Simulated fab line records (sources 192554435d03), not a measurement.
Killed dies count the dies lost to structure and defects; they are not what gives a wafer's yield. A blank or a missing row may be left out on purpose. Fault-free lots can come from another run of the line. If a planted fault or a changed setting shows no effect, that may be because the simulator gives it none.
Which tool is to blame?	flow n5-finfet	Sampling: 17 lots, 51 wafers, 6 of 1938 route steps

## WHAT THE GAUGES READ, wafer by wafer
No reading from a measuring or inspecting step in the record can be judged against a usual standard deviation.

## TOOL THAT RAN EACH LOT (tool first, then ch and the chambers of the sampled wafers, then the start)
lot	N5_BEOL_M0_SAQP_MANDREL1_REMOVE_100	N5_BEOL_M0_SAQP_ETCH_106	N5_BEOL_M0_SAQP_ETCH_107	N5_BEOL_M0_CUTY_ETCH_63	N5_BEOL_M0_ETCH_138	N5_BEOL_M0_STRIP_140
L074	rie-si-01 ch 0,3, day 6 13:00	rie-diel-03 ch 2,3, day 6 13:49	rie-diel-03 ch 2,3, day 6 13:53	rie-diel-01 ch 0,1,3, day 6 19:01	rie-diel-01 ch 0,1,3, day 6 19:09	rie-diel-01 ch 0,1,3, day 6 20:37
L075	rie-si-01 ch 0,1,3, day 6 14:02	rie-diel-04 ch 2,3, day 6 14:50	rie-diel-04 ch 2,3, day 6 14:54	rie-diel-05 ch 0,1,2, day 6 19:08	rie-diel-05 ch 0,1,2, day 6 19:16	rie-diel-05 ch 0,2,3, day 6 20:38
L077	rie-si-01 ch 0,1,3, day 6 14:45	rie-diel-04 ch 2,3, day 6 15:35	rie-diel-04 ch 2,3, day 6 15:39	rie-diel-01 ch 0,1,2, day 6 21:36	rie-diel-01 ch 0,1,2, day 6 21:43	rie-diel-01 ch 1,2, day 6 22:16
L079	rie-si-01 ch 0,1,3, day 6 20:34	rie-diel-04 ch 0,1, day 6 21:23	rie-diel-04 ch 0,1, day 6 21:26	rie-diel-01 ch 0,1,3, day 7 01:28	rie-diel-01 ch 0,1,3, day 7 01:35	rie-diel-01 ch 1,2,3, day 7 05:23
L080	rie-si-01 ch 1,2, day 7 02:56	rie-diel-03 ch 0,2,3, day 7 03:48	rie-diel-03 ch 0,2,3, day 7 03:52	rie-diel-05 ch 0,2,3, day 7 07:04	rie-diel-05 ch 0,2,3, day 7 07:11	rie-diel-01 ch 0,2,3, day 7 08:15
L081	rie-si-02 ch 0,1,3, day 7 11:36	rie-diel-04 ch 0,1, day 7 12:34	rie-diel-04 ch 0,1, day 7 12:37	rie-diel-05 ch 0,2,3, day 7 15:47	rie-diel-05 ch 0,2,3, day 7 15:55	rie-diel-05 ch 0,1, day 7 19:17
L083	rie-si-02 ch 2,3, day 7 22:16	rie-diel-04 ch 0,1,3, day 7 23:08	rie-diel-04 ch 0,1,3, day 7 23:11	rie-diel-05 ch 0,1, day 8 02:00	rie-diel-05 ch 0,1, day 8 02:08	rie-diel-06 ch 0,1,2, day 8 02:57
L084	rie-si-01 ch 0,1,2, day 8 10:10	rie-diel-04 ch 0,3, day 8 10:59	rie-diel-04 ch 0,3, day 8 11:03	rie-diel-01 ch 1,3, day 8 15:49	rie-diel-01 ch 1,3, day 8 15:56	rie-diel-05 ch 0,1,3, day 8 18:12
L085	rie-si-01 ch 0,2, day 8 13:51	rie-diel-04 ch 0,1,3, day 8 14:40	rie-diel-04 ch 0,1,3, day 8 14:44	rie-diel-06 ch 1,2, day 8 18:52	rie-diel-06 ch 1,2, day 8 19:00	rie-diel-05 ch 0,1,3, day 8 21:40
L087	rie-si-02 ch 0,2,3, day 9 01:15	rie-diel-03 ch 0,1,2, day 9 02:13	rie-diel-03 ch 0,1,2, day 9 02:17	rie-diel-01 ch 1,2,3, day 9 05:16	rie-diel-01 ch 1,2,3, day 9 05:23	rie-diel-06 ch 0,2,3, day 9 06:55
L088	rie-si-01 ch 0,1,2, day 9 01:21	rie-diel-02 ch 0,1,3, day 9 02:30	rie-diel-02 ch 0,1,3, day 9 02:34	rie-diel-06 ch 0,1,3, day 9 05:44	rie-diel-06 ch 0,1,3, day 9 05:51	rie-diel-01 ch 1,2,3, day 9 07:07
L089	rie-si-01 ch 0,1,2, day 9 06:05	rie-diel-02 ch 1,2, day 9 07:14	rie-diel-02 ch 1,2, day 9 07:17	rie-diel-05 ch 0,1,2, day 9 10:34	rie-diel-05 ch 0,1,2, day 9 10:41	rie-diel-06 ch 0,1, day 9 13:39
L090	rie-si-01 ch 0,2,3, day 9 12:52	rie-diel-03 ch 0,2,3, day 9 13:41	rie-diel-03 ch 0,2,3, day 9 13:44	rie-diel-06 ch 0,1,3, day 9 17:16	rie-diel-06 ch 0,1,3, day 9 17:23	rie-diel-06 ch 1,2,3, day 9 17:46
L092	rie-si-02 ch 2,3, day 10 05:35	rie-diel-04 ch 2,3, day 10 06:35	rie-diel-04 ch 2,3, day 10 06:39	rie-diel-06 ch 0,1,3, day 10 09:36	rie-diel-06 ch 0,1,3, day 10 09:43	rie-diel-01 ch 0,2,3, day 10 13:10
L093	rie-si-04 ch 0,2,3, day 10 09:18	rie-diel-02 ch 0,3, day 10 10:07	rie-diel-02 ch 0,3, day 10 10:11	rie-diel-05 ch 1,2, day 10 13:19	rie-diel-05 ch 1,2, day 10 13:26	rie-diel-06 ch 0,1, day 10 16:11
L097	rie-si-04 ch 1,2, day 11 12:59	rie-diel-03 ch 2,3, day 11 13:47	rie-diel-03 ch 2,3, day 11 13:51	rie-diel-06 ch 0,2, day 11 17:03	rie-diel-06 ch 0,2, day 11 17:10	rie-diel-01 ch 0,2,3, day 11 17:26
L096	rie-si-01 ch 0,2, day 11 18:05	rie-diel-02 ch 0,1, day 11 18:54	rie-diel-02 ch 0,1, day 11 18:58	rie-diel-05 ch 0,2,3, day 11 22:08	rie-diel-05 ch 0,2,3, day 11 22:16	rie-diel-06 ch 0,2, day 11 23:26
- N5_BEOL_M0_SAQP_MANDREL1_REMOVE_100: chemistry HBr/Cl2/O2, target a-Si, stops on SiNx, bt time 10 s.
- N5_BEOL_M0_SAQP_ETCH_106: etches SOC in N2/H2, stops on SiNx, target depth 150 nm.
- N5_BEOL_M0_SAQP_ETCH_107: etches SiNx in CH3F/O2, target depth 30 nm.
- N5_BEOL_M0_CUTY_ETCH_63: etches SOC in N2/H2, target depth 82.7 nm, overetch 16.5 nm, time 124 s.
- N5_BEOL_M0_ETCH_138: etches SiCN in CH3F/O2, target depth 12 nm, time 31.6 s.
- N5_BEOL_M0_STRIP_140: strips in CF4.

## WHAT THE TOOLS THEMSELVES READ (means of the sampled wafers that have a number; where no wafer has one, the mark that the record gives instead)
N5_BEOL_M0_SAQP_MANDREL1_REMOVE_100.
lot	tool	HBr_flow_sccm (sccm)	drypump-motor-current-A (A)	oes-product-au (a.u.)	rf-fwd-power-W (W)	throttle-valve-pct (%)
L074	rie-si-01	149.2	5.8	0.999	597.0	37.0
L075	rie-si-01	150.2	5.7	0.995	597.4	36.9
L077	rie-si-01	150.4	5.7	0.995	597.4	36.9
L079	rie-si-01	150.1	5.7	1.001	599.9	36.9
L080	rie-si-01	150.4	5.9	1.019	597.5	36.6
L081	rie-si-02	150.3	6.1	1.016	596.9	36.4
L083	rie-si-02	149.9	5.5	0.986	597.9	36.5
L084	rie-si-01	150.0	5.6	1.009	599.0	36.7
L085	rie-si-01	149.7	5.9	1.020	597.2	36.7
L087	rie-si-02	150.0	5.8	1.007	595.4	36.5
L088	rie-si-01	150.2	5.6	1.018	598.4	36.7
L089	rie-si-01	150.0	5.6	1.018	597.0	36.7
L090	rie-si-01	150.4	6.0	1.000	598.3	36.9
L092	rie-si-02	149.8	5.5	0.978	596.3	36.5
L093	rie-si-04	150.2	5.9	0.976	598.6	36.6
L097	rie-si-04	150.0	6.3	1.000	597.4	36.7
L096	rie-si-01	150.2	5.7	1.022	598.7	36.8

N5_BEOL_M0_SAQP_ETCH_106.
lot	tool	drypump-motor-current-A (A)	h2-flow-sccm (sccm)	oes-product-au (a.u.)	rf-fwd-power-W (W)	rf-vpp-V (V)	showerhead-plenum-p-Torr (Torr)	throttle-valve-pct (%)
L074	rie-diel-03	5.9	199.5	0.85	846	241.5	2.62	17.73
L075	rie-diel-04	5.7	200.7	0.68	843	241.7	2.57	17.98
L077	rie-diel-04	5.7	200.7	0.68	846	241.3	2.57	17.98
L079	rie-diel-04	6.2	201.0	0.80	844	239.7	2.50	17.76
L080	rie-diel-03	5.8	200.1	0.80	844	241.5	2.60	17.91
L081	rie-diel-04	6.3	199.8	0.79	842	240.0	2.50	17.76
L083	rie-diel-04	6.2	199.5	0.85	843	239.8	2.47	17.72
L084	rie-diel-04	6.3	200.2	0.83	844	238.7	2.39	17.76
L085	rie-diel-04	6.2	199.7	0.84	843	239.1	2.47	17.72
L087	rie-diel-03	5.6	199.8	0.83	843	241.2	2.58	17.94
L088	rie-diel-02	5.2	200.3	0.78	844	239.4	2.46	17.78
L089	rie-diel-02	5.4	199.7	0.81	845	240.6	2.50	17.64
L090	rie-diel-03	5.8	200.4	0.78	846	242.0	2.59	17.96
L092	rie-diel-04	5.7	200.0	0.92	843	241.2	2.56	17.61
L093	rie-diel-02	5.3	199.9	0.73	842	239.4	2.47	17.86
L097	rie-diel-03	5.9	200.2	0.80	844	241.5	2.60	17.80
L096	rie-diel-02	5.1	199.9	0.78	841	238.7	2.39	17.88

N5_BEOL_M0_SAQP_ETCH_107.
lot	tool	drypump-motor-current-A (A)	oes-product-au (a.u.)	rf-fwd-power-W (W)	rf-vpp-V (V)	showerhead-plenum-p-Torr (Torr)	throttle-valve-pct (%)
L074	rie-diel-03	5.9	0.86	389.8	293	2.06	16.34
L075	rie-diel-04	5.7	0.68	390.3	294	2.03	16.63
L077	rie-diel-04	5.7	0.68	392.3	294	2.03	16.63
L079	rie-diel-04	6.2	0.81	390.9	295	1.97	16.33
L080	rie-diel-03	5.8	0.82	391.3	294	2.05	16.50
L081	rie-diel-04	6.3	0.81	388.8	295	1.97	16.34
L083	rie-diel-04	6.2	0.87	390.8	297	1.95	16.33
L084	rie-diel-04	6.3	0.84	390.0	298	1.90	16.41
L085	rie-diel-04	6.2	0.85	390.5	297	1.95	16.33
L087	rie-diel-03	5.6	0.84	389.9	293	2.02	16.42
L088	rie-diel-02	5.2	0.80	388.4	296	1.93	16.29
L089	rie-diel-02	5.4	0.82	389.1	296	1.97	16.11
L090	rie-diel-03	5.8	0.79	390.5	293	2.04	16.54
L092	rie-diel-04	5.7	0.93	391.7	294	2.02	16.23
L093	rie-diel-02	5.3	0.74	390.6	302	1.94	16.44
L097	rie-diel-03	5.9	0.81	390.0	292	2.05	16.40
L096	rie-diel-02	5.1	0.79	388.8	291	1.88	16.37

N5_BEOL_M0_CUTY_ETCH_63.
lot	tool	drypump-motor-current-A (A)	h2-flow-sccm (sccm)	oes-product-au (a.u.)	rf-fwd-power-W (W)	rf-vpp-V (V)	showerhead-plenum-p-Torr (Torr)	throttle-valve-pct (%)
L074	rie-diel-01	5.7	200.3	0.67	835.9	525.8	2.58	17.75
L075	rie-diel-05	5.8	200.2	0.72	837.8	523.0	2.51	17.71
L077	rie-diel-01	5.5	199.9	0.73	836.5	524.8	2.58	17.61
L079	rie-diel-01	5.7	200.3	0.66	836.9	525.8	2.58	17.74
L080	rie-diel-05	5.9	199.8	0.65	837.0	524.4	2.57	17.82
L081	rie-diel-05	5.9	200.4	0.64	836.9	523.6	2.57	17.82
L083	rie-diel-05	5.8	199.3	0.68	837.1	524.4	2.55	17.66
L084	rie-diel-01	5.8	199.8	0.60	837.6	526.1	2.59	17.92
L085	rie-diel-06	5.6	199.7	0.65	837.0	525.2	2.59	17.75
L087	rie-diel-01	5.5	199.9	0.66	838.8	525.1	2.59	17.80
L088	rie-diel-06	5.5	200.1	0.66	835.6	523.1	2.52	17.90
L089	rie-diel-05	5.8	200.4	0.69	835.0	522.7	2.50	17.75
L090	rie-diel-06	5.5	200.6	0.65	833.6	523.2	2.51	17.91
L092	rie-diel-06	5.5	200.3	0.64	836.2	523.2	2.51	17.92
L093	rie-diel-05	5.8	200.5	0.70	836.2	522.2	2.46	17.86
L097	rie-diel-06	5.3	200.5	0.64	835.8	525.9	2.63	17.86
L096	rie-diel-05	6.0	199.6	0.68	837.8	523.4	2.55	17.75

N5_BEOL_M0_ETCH_138.
lot	tool	drypump-motor-current-A (A)	etch-rf-on-time-s (s)	oes-product-au (a.u.)	rf-fwd-power-W (W)	rf-vpp-V (V)	showerhead-plenum-p-Torr (Torr)	throttle-valve-pct (%)
L074	rie-diel-01	5.7	28.9	0.70	384.7	297.1	2.04	16.29
L075	rie-diel-05	5.8	29.0	0.76	385.5	296.6	1.97	16.15
L077	rie-diel-01	5.5	28.4	0.77	386.0	297.7	2.03	16.12
L079	rie-diel-01	5.7	28.7	0.69	386.0	298.5	2.04	16.30
L080	rie-diel-05	6.0	28.1	0.68	385.4	298.0	2.01	16.27
L081	rie-diel-05	5.9	28.5	0.68	386.9	297.3	2.01	16.27
L083	rie-diel-05	5.8	28.7	0.72	385.6	296.7	2.00	16.07
L084	rie-diel-01	5.8	29.4	0.63	387.8	298.1	2.05	16.51
L085	rie-diel-06	5.5	29.0	0.69	385.1	298.0	2.03	16.17
L087	rie-diel-01	5.5	28.1	0.70	385.0	297.9	2.04	16.33
L088	rie-diel-06	5.5	29.7	0.68	386.9	296.7	1.98	16.36
L089	rie-diel-05	5.8	28.6	0.73	385.0	297.2	1.97	16.20
L090	rie-diel-06	5.5	28.8	0.68	386.5	296.7	1.98	16.36
L092	rie-diel-06	5.5	29.5	0.67	385.3	298.1	1.98	16.38
L093	rie-diel-05	5.9	28.9	0.74	385.5	296.3	1.93	16.29
L097	rie-diel-06	5.3	28.5	0.68	385.3	298.8	2.05	16.23
L096	rie-diel-05	5.9	28.5	0.72	385.9	296.7	2.00	16.20

N5_BEOL_M0_STRIP_140.
lot	tool	drypump-motor-current-A (A)	oes-product-au (a.u.)	rf-fwd-power-W (W)	rf-vpp-V (V)	showerhead-plenum-p-Torr (Torr)	throttle-valve-pct (%)
L074	rie-diel-01	5.7	0.80	292.6	272.2	1.83	13.59
L075	rie-diel-05	5.9	0.79	292.0	272.6	1.80	13.51
L077	rie-diel-01	5.3	0.90	292.3	272.0	1.81	13.25
L079	rie-diel-01	5.5	0.82	292.3	271.3	1.83	13.52
L080	rie-diel-01	5.3	0.83	292.3	271.1	1.83	13.46
L081	rie-diel-05	5.8	0.86	292.2	270.7	1.77	13.36
L083	rie-diel-06	5.6	0.77	291.7	271.9	1.80	13.60
L084	rie-diel-05	6.0	0.77	291.7	270.8	1.79	13.51
L085	rie-diel-05	5.9	0.77	292.1	271.3	1.79	13.51
L087	rie-diel-06	5.2	0.84	293.1	272.9	1.85	13.52
L088	rie-diel-01	5.5	0.80	292.4	271.8	1.82	13.55
L089	rie-diel-06	5.9	0.71	292.7	270.1	1.74	13.77
L090	rie-diel-06	5.5	0.82	292.7	271.6	1.81	13.50
L092	rie-diel-01	5.3	0.79	294.0	272.4	1.82	13.51
L093	rie-diel-06	5.7	0.71	293.0	271.7	1.77	13.80
L097	rie-diel-01	5.3	0.78	292.9	271.9	1.82	13.54
L096	rie-diel-06	5.3	0.78	293.2	272.3	1.85	13.58

## THE ANSWER, worked out from the rows above alone
Rule: usual is defined by the lots themselves. The widest of any qualifying gaps counts: lots, ordered by their means at a reading, are off when they make up no more than a third of the lots, leave a main group of 4 or more, and stand apart from it by 3 or more times the standard deviation of that group's means. A main group is skipped when, at the precision printed for the reading in the tables above, its means are all equal. A lot without any number at a reading at which 4 lots or more have one is off too. Any other lot the step has rows for is counted as sound. Order of review: gauges by route order, followed by the tools' own readings, for which a lot's mean as printed above is used. At the first step where some lot is off, the reading lying furthest off is the one used; lots without a number count as furthest.
Across all readings shown, no lot is off: no conclusion can be drawn from this.

## WHAT THE SIMULATOR PUT IN
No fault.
